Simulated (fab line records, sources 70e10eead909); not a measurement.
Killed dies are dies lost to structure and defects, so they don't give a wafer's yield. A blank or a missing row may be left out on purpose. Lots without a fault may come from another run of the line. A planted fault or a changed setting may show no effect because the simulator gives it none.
Tool commonality check | flow nand_harc | 10 lots, 36 wafers sampled

WHY IT WAS OPENED
At NHARC_P_GATE_INSPECT_68 the reading raw_defect_count is flagged on 2 of 10 lots. Wafers without a fault read 250, standard deviation 110.
Rule: a lot is flagged when every wafer of it that has a number lies more than 4 standard deviations from that mean, or none has a number. The other lots count as sound.

lot  | measured     | on                | raw_defect_count, wafer by wafer | flag
L693 | day 5 15:44  | defect_inspect-02 | 518 321 255                      |
L692 | day 5 16:22  | defect_inspect-02 | 362 235 307                      |
L694 | day 6 02:38  | defect_inspect-02 | 197 214 251                      |
L696 | day 6 12:38  | defect_inspect-01 | 135 223 286                      |
L698 | day 6 23:58  | defect_inspect-01 | 219 187 276                      |
L701 | day 7 18:18  | defect_inspect-02 | 177 289 119                      |
L709 | day 9 17:02  | defect_inspect-01 | 806 780 737 788 792 729          | FLAGGED
L711 | day 10 05:25 | defect_inspect-01 | 770 745 734 789 751 734          | FLAGGED
L713 | day 10 19:02 | defect_inspect-02 | 265 206 277                      |
L714 | day 10 19:19 | defect_inspect-01 | 179 138 286                      |
The numbers of the flagged lots are 763 on average: +513 against the usual, or +5 standard deviations.

WHICH TOOL RAN EACH LOT
The record holds 2 process steps before the reading, out of a route of 1159 steps. In each cell: the tool, then ch and the chambers that the sampled wafers went through, then the start.
lot  | flag    | NHARC_P_GATE_ETCH_114              | NHARC_P_GATE_ETCHBACK_37
L693 |         | rie_diel-13 ch 2,3, day 4 20:00    | rie_diel-01 ch 0,3, day 5 15:44 or earlier
L692 |         | rie_diel-01 ch 1,3, day 4 21:00    | rie_diel-01 ch 0,2,3, day 5 16:22 or earlier
L694 |         | rie_diel-01 ch 0,2, day 5 08:00    | rie_diel-01 ch 0,2, day 6 02:38 or earlier
L696 |         | rie_diel-01 ch 0,3, day 5 18:00    | rie_diel-13 ch 0,2, day 6 12:38 or earlier
L698 |         | rie_diel-13 ch 0,1,3, day 6 06:00  | rie_diel-03 ch 0,2,3, day 6 23:58 or earlier
L701 |         | rie_diel-13 ch 0,1, day 6 23:00    | rie_diel-13 ch 0,1,3, day 7 18:18 or earlier
L709 | FLAGGED | rie_diel-03 ch 0,1,3, day 8 22:00  | rie_diel-13 ch 0,2,3, day 9 17:02 or earlier
L711 | FLAGGED | rie_diel-03 ch 2,3, day 9 10:00    | rie_diel-13 ch 1,2,3, day 10 05:25 or earlier
L713 |         | rie_diel-13 ch 2,3, day 10 00:00   | rie_diel-13 ch 0,2, day 10 19:02 or earlier
L714 |         | rie_diel-13 ch 0,1,2, day 10 01:00 | rie_diel-03 ch 0,1,3, day 10 19:19 or earlier
What these steps do:
- NHARC_P_GATE_ETCH_114: etches the open film in CF4/O2, target depth 30 nm, overetch 3 nm, time 16.5 s.
- NHARC_P_GATE_ETCHBACK_37: etches the open film in CHF3/O2, target depth 34.5 nm, time 17.2 s.
- NHARC_P_GATE_INSPECT_68

FLAGGED OVER TOTAL, TOOL BY TOOL (the gauges that took the reading come last)
step                     | tool              | lots run | flagged | share of the flagged lots | sound lots run after its first flagged lot
NHARC_P_GATE_ETCH_114    | rie_diel-01       | 3        | 0       | none                      | -
NHARC_P_GATE_ETCH_114    | rie_diel-03       | 2        | 2       | all                       | 0
NHARC_P_GATE_ETCH_114    | rie_diel-13       | 5        | 0       | none                      | -
NHARC_P_GATE_ETCHBACK_37 | rie_diel-01       | 3        | 0       | none                      | -
NHARC_P_GATE_ETCHBACK_37 | rie_diel-03       | 2        | 0       | none                      | -
NHARC_P_GATE_ETCHBACK_37 | rie_diel-13       | 5        | 2       | all                       | 1 (L713)
NHARC_P_GATE_INSPECT_68  | defect_inspect-01 | 5        | 2       | all                       | 1 (L714)
NHARC_P_GATE_INSPECT_68  | defect_inspect-02 | 5        | 0       | none                      | -
NHARC_P_GATE_ETCHBACK_37 gives no start for some lots, so the hours and the order of its lots are those of NHARC_P_GATE_INSPECT_68.

WHAT THE TABLE ALLOWS
3 rows of the table ran every flagged lot: rie_diel-03 at NHARC_P_GATE_ETCH_114, rie_diel-13 at NHARC_P_GATE_ETCHBACK_37, defect_inspect-01 at NHARC_P_GATE_INSPECT_68.
- rie_diel-03 at NHARC_P_GATE_ETCH_114: 2 of its 2 lots flagged. It ran no sound lot before its first flagged lot in this sample, so the start can't be narrowed down.
- rie_diel-13 at NHARC_P_GATE_ETCHBACK_37: 2 of its 5 lots flagged. Sound lots ran on it after the first flagged one (L713), which a lasting fault on the whole tool wouldn't allow.
- defect_inspect-01 at NHARC_P_GATE_INSPECT_68: 2 of its 5 lots flagged. Sound lots ran on it after the first flagged one (L714), which a lasting fault on the whole tool wouldn't allow.
One tool is left: rie_diel-03 at NHARC_P_GATE_ETCH_114.

WHAT THE SIMULATOR HAD PUT IN
Chamber particle source: rie_diel-03, from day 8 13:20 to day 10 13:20, at NHARC_P_GATE_ETCH_114. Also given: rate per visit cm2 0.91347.
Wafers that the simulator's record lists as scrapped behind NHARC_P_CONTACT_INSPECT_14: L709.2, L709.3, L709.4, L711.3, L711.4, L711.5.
Lots struck among those shown: L709, L711. The rule above found the same.
